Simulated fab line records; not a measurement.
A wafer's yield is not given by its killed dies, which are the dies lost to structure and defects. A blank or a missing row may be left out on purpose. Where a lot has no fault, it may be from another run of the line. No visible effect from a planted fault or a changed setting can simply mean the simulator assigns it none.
Lot-split experiment -- flow n5-finfet -- route with 1938 steps; 7 lots, 21 wafers read

== SPLIT DETAILS ==
At N5_FIN_SAQP_FIN_ETCH_36 (etches the open film in HBr/Cl2/O2, target depth 120 nm, time 50.4 s), the setting icp-w was moved away from the recipe's 800 W on 5 of the 21 wafers read, by -16.0% to +17.2%. The other wafers ran this setting at the recipe's value.

== FROM THE SPLIT TO THE READING: what the file shows between them, 3 steps ==
- N5_FIN_SAQP_PRECLEAN_38: cleans in O3/DIW, time 45 s
- N5_FIN_SAQP_PRECLEAN_45: cleans in dHF, time 10 s
- N5_FIN_SAQP_SRD_39: time 30 s

== THE READING ==
trench-depth-nm, in nm, at N5_FIN_SAQP_OCD_MEAS_76. A value of 119.9 nm with a standard deviation of 1.5 nm is what fault-free wafers of this fab line usually give.

wafer,"tool, chamber at the split","icp-w as run, W",against the recipe,"trench-depth-nm, nm",against lot-mates on the recipe
L075.1,"rie-si-05, 3",800,recipe,118.1,-
L075.2,"rie-si-05, 1",800,recipe,118.8,-
L075.5,"rie-si-05, 3",800,recipe,117.0,-
L080.1,"rie-si-02, 3",800,recipe,119.4,-
L080.3,"rie-si-02, 2",800,recipe,119.3,-
L080.4,"rie-si-02, 1",800,recipe,118.4,-
L086.2,"rie-si-05, 1",800,recipe,120.1,-
L086.3,"rie-si-05, 0",800,recipe,121.2,-
L086.4,"rie-si-05, 3",800,recipe,118.1,-
L087.1,"rie-si-02, 1",800,recipe,117.4,-
L087.3,"rie-si-02, 0",937.6,+17.2%,128.8,+11.4
L087.5,"rie-si-02, 3",937.6,+17.2%,128.2,+10.8
L093.1,"rie-si-04, 1",800,recipe,120.1,-
L093.4,"rie-si-04, 3",800,recipe,119.1,-
L093.6,"rie-si-04, 0",800,recipe,117.6,-
L095.1,"rie-si-04, 1",800,recipe,120.6,-
L095.4,"rie-si-04, 3",707.3,-11.6%,113.0,-7.6
L095.6,"rie-si-04, 1",707.3,-11.6%,114.2,-6.4
L097.1,"rie-si-04, 3",671.7,-16.0%,108.9,-10.4
L097.4,"rie-si-04, 2",800,recipe,121.0,-
L097.5,"rie-si-04, 3",800,recipe,117.6,-

THE FIT
A straight line over all 21 wafers: trench-depth-nm changes by +0.55 nm for each +1% of icp-w; r = +0.96; the points scatter about the line by 1.3 nm.
The same after taking each lot's own level away (the mean of its wafers on the recipe; 21 wafers): +0.636 nm for each +1%; r = +0.98; scatter 0.96 nm.
Per that fit: largest icp-w move, reading shift of 11 nm.
The lots' own levels span 117.40 to 120.60 nm, that is 2.1 times the standard deviation above.
Thus the slope moves with the lot-to-lot level: the two fits are different.
Check: for one of the wafers moved furthest among these (+17.2%), held out of the fit, the line's prediction against its lot-mates is +10.8 nm. Against them it came out at +11.4 nm.

== OTHER SPLITS ON THESE WAFERS ==
Other splits were also applied to these wafers ahead of the reading. Each is held against what the fit with the lots' levels taken away leaves over:
other split on the same wafers,wafers away from the commonest value,r with trench-depth-nm (lot level and that fit taken away)
N5_WELL_APT_EXPOSE_05 dose-mj,5,+0.08
N5_WELL_APT_PEB_06 peb-time-s,3,-0.23
N5_PMOS_HMC_CHANNEL_EPI_EXPOSE_06 dose-mj,5,+0.00
N5_PMOS_HMC_CHANNEL_EPI_DEVELOP_08 develop-time-s,5,-0.23

== THE WHOLE CHAIN: every reading that the file lists as answering this split, in the file's order ==
step,what it does,reading,change (the file's fit),r (the file's)
N5_FIN_SAQP_FIN_ETCH_36,"etches the open film in HBr/Cl2/O2, target depth 120 nm, time 50.4 s","FIN_SAQP.feature-depth-nm (the simulator's own value, which no gauge read)",+0.631 nm for each +1% of the setting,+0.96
N5_FIN_SAQP_FIN_ETCH_36,"etches the open film in HBr/Cl2/O2, target depth 120 nm, time 50.4 s","etch.depth-nm (the simulator's own value, which no gauge read)",+0.628 nm for each +1% of the setting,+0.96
N5_FIN_SAQP_OCD_MEAS_76,,trench-depth-nm,+0.639 nm for each +1% of the setting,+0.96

== FILE'S OWN FIT ==
trench-depth-nm changes by +0.639 nm for each +1% of icp-w, r = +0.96.
